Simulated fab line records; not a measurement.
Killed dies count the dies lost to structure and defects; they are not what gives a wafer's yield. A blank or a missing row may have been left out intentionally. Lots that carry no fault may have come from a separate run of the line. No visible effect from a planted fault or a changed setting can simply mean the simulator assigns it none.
Comparing a struck lot with a sound one	flow nand harc	14 out of 1302 route steps
Sound: wafers L590.2, L590.5, L590.6. The struck wafers were L577.3, L577.5, L577.6. Last of all comes the cause.
Per side, at each step with rows, come the tool, then ch with its chambers, and then its first start. Under that, the readings that differ: sound wafers	struck wafers	difference of the means	sigmas: that difference in standard deviations of wafers without a fault.
alike: readings whose means differ by less than 2 such deviations, and words and numbers that are the same on both sides. not compared: withheld readings, readings that some wafer has no value for, bounds like >300 that may hide the same value, and numbers for which the record gives no deviation and whose values overlap.
A row with sigmas, a row that says differs or no value, or rows on one side alone: a step with any of these is where the two part. Numbers that have no deviation but don't overlap get no sigmas and don't part them. Lack of a reading on every wafer of one side parts them only where that side has two or more wafers.

NHARC_A_M0_INSPECT_27:
  struck on defect inspect-01, day 26 18:35; sound on defect inspect-01, day 30 07:01
  alike: raw defect count
NHARC_A_M0_PRE_CLEAN_31: time 12 s.
  sound on pecvd-02 ch 0,2, day 30 07:04; struck on pecvd-02 ch 1,2, day 26 18:43
  alike: heater power w
NHARC_A_M0_DEP_32: deposits SiCN, target thk 30 nm.
  sound on pecvd-02 ch 0,2, day 30 07:09; struck on pecvd-02 ch 1,2, day 26 18:58
  alike: heater power w
then, 9 steps without rows for these wafers: NHARC_A_M1_DEP_00 (deposits SiOC, target thk 182.5 nm); NHARC_A_M1_DEHYDRATE_01 (time 120 s); NHARC_A_M1_HMDS_02 (time 30 s); NHARC_A_M1_COAT_34 (time 65 s); NHARC_A_M1_COAT_03 (resist thk 90 nm); NHARC_A_M1_SOFTBAKE_04 (time 55 s); NHARC_A_M1_EBR_05; NHARC_A_M1_EXPOSE_06 (exposes mask A M1, target cd 120 nm); NHARC_A_M1_PEB_07 (peb time 65 s).
NHARC_A_M1_DEVELOP_08: develop time 35 s.
  struck on litho track-01, day 26 19:00; sound on litho track-01 ch 0, day 30 08:00
  no value came back on the struck wafers for chill plate temp C (C), develop time s (s); on the sound wafers chill plate temp C (C) reads 22.95 22.94 22.92
NHARC_A_M1_CD_MEAS_09: target cd 120 nm.
  sound on cd sem-03 ch 0, day 30 08:23; struck on cd sem-03 ch 0, day 26 20:00
reading	sound	struck	difference	sigmas
cd nm (nm)	120.1 120.9 120.8	- - -	no value on the struck wafers	

== WHERE THEY PART ==
Earliest at NHARC_A_M1_DEVELOP_08; latest, in this record, at NHARC_A_M1_CD_MEAS_09.

WHY: whatever the simulator had introduced
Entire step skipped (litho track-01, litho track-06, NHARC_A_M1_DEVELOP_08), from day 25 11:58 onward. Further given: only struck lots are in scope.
